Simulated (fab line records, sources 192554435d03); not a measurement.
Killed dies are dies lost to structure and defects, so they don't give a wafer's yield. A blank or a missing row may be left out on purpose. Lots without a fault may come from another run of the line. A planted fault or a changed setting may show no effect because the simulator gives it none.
Chamber matching | flow n5_finfet | N5_SD_EPI_P_DESCUM_14 on rie_diel-06: 4 sister chambers
The step chemistry O2, time 7.9 s. 8 wafers are shown with their chamber, then 8 later ones without.

WAFERS WITH THEIR CHAMBER
wafer  | chamber | showerhead_plenum_p_Torr (Torr) | drypump_motor_current_A (A)
L076.4 | 0       | 2.08                            | 5.6
L078.2 | 1       | 2.08                            | 5.2
L080.4 | 0       | 2.08                            | 5.7
L080.6 | 3       | 2.09                            | 6.2
L081.2 | 3       | 2.09                            | 6.2
L081.5 | 2       | 1.93                            | 5.6
L081.6 | 1       | 2.07                            | 5.2
L084.1 | 2       | 1.93                            | 5.6

WAFERS WITHOUT THEIR CHAMBER
wafer  | showerhead_plenum_p_Torr (Torr) | drypump_motor_current_A (A)
L084.3 | 2.07                            | 5.2
L084.4 | 2.09                            | 6.2
L095.3 | 1.92                            | 5.6
L095.4 | 2.07                            | 5.7
L095.5 | 1.92                            | 5.6
L097.1 | 2.06                            | 5.2
L097.3 | 2.08                            | 6.2
L097.5 | 2.06                            | 5.2

WHICH CHAMBER EACH WENT THROUGH
wafer  | from the rows above | in truth
L084.3 | 1                   | 1
L084.4 | 3                   | 3
L095.3 | 2                   | 2
L095.4 | 0                   | 0
L095.5 | 2                   | 2
L097.1 | 1                   | 1
L097.3 | 3                   | 3
L097.5 | 1                   | 1
Placed correctly: 8 of 8. Can't be placed from these rows: 0. Placed wrongly: 0.
How it was worked out, from the rows above alone: a wafer's distance from a chamber is the root of the sum, over the readings, of the square of ((its reading less the chamber's mean) divided by the reading's scatter). The wafer belongs to the nearest chamber; if the next one is less than 2 further off, it can't be placed. A chamber's mean is the mean of its shown wafers. The scatter: the root of (the sum of the squares of (reading less its chamber's mean) over the shown wafers, divided by (wafers less chambers)).
